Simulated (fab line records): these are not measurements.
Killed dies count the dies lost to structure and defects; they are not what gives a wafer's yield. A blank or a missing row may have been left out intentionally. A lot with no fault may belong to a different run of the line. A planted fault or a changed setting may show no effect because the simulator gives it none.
Matching of chambers ; flow n5Finfet ; N5_BEOL_M9_DEP_56 on pecvd-01: 3 sister chambers
The step deposits SiCN from 3MS/NH3, target thk 15 nm, time 26.5 s. 3 wafers are shown with their chamber, then 8 later ones without.

== WAFERS WITH THEIR CHAMBER ==
wafer;chamber;throttleValvePct (%)
L081.4;0;8.8
L087.6;2;8.6
L089.2;1;9.3

== WAFERS WITHOUT THEIR CHAMBER ==
wafer;throttleValvePct (%)
L089.4;8.5
L089.6;8.9
L094.1;9.0
L094.4;8.8
L094.5;8.9
L097.1;9.5
L097.2;8.6
L097.3;8.9

== CHAMBER TAKEN BY EACH ==
wafer;from the rows above;in truth
L089.4;can't be placed: 2 or 0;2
L089.6;can't be placed: 0 or 2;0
L094.1;can't be placed: 0 or 1 or 2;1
L094.4;can't be placed: 0 or 2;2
L094.5;can't be placed: 0 or 2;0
L097.1;1;1
L097.2;can't be placed: 2 or 0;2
L097.3;can't be placed: 0 or 2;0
1 of 8 placed correctly. Not placeable from these rows: 7 (in 7, the candidates include the true chamber). Placed wrongly: 0.
How it was worked out, from the rows above alone: a wafer's distance from a chamber is the root of the sum, over the readings, of the square of ((its reading less the chamber's mean) divided by the reading's scatter). If the next closest chamber is less than 2 further off than the closest, the wafer can't be placed; otherwise it belongs to the closest. A chamber's mean is the mean of its shown wafers. The scatter: with one shown wafer a chamber, the root of the mean of the squares of how far each hidden wafer lies from its nearest shown one.
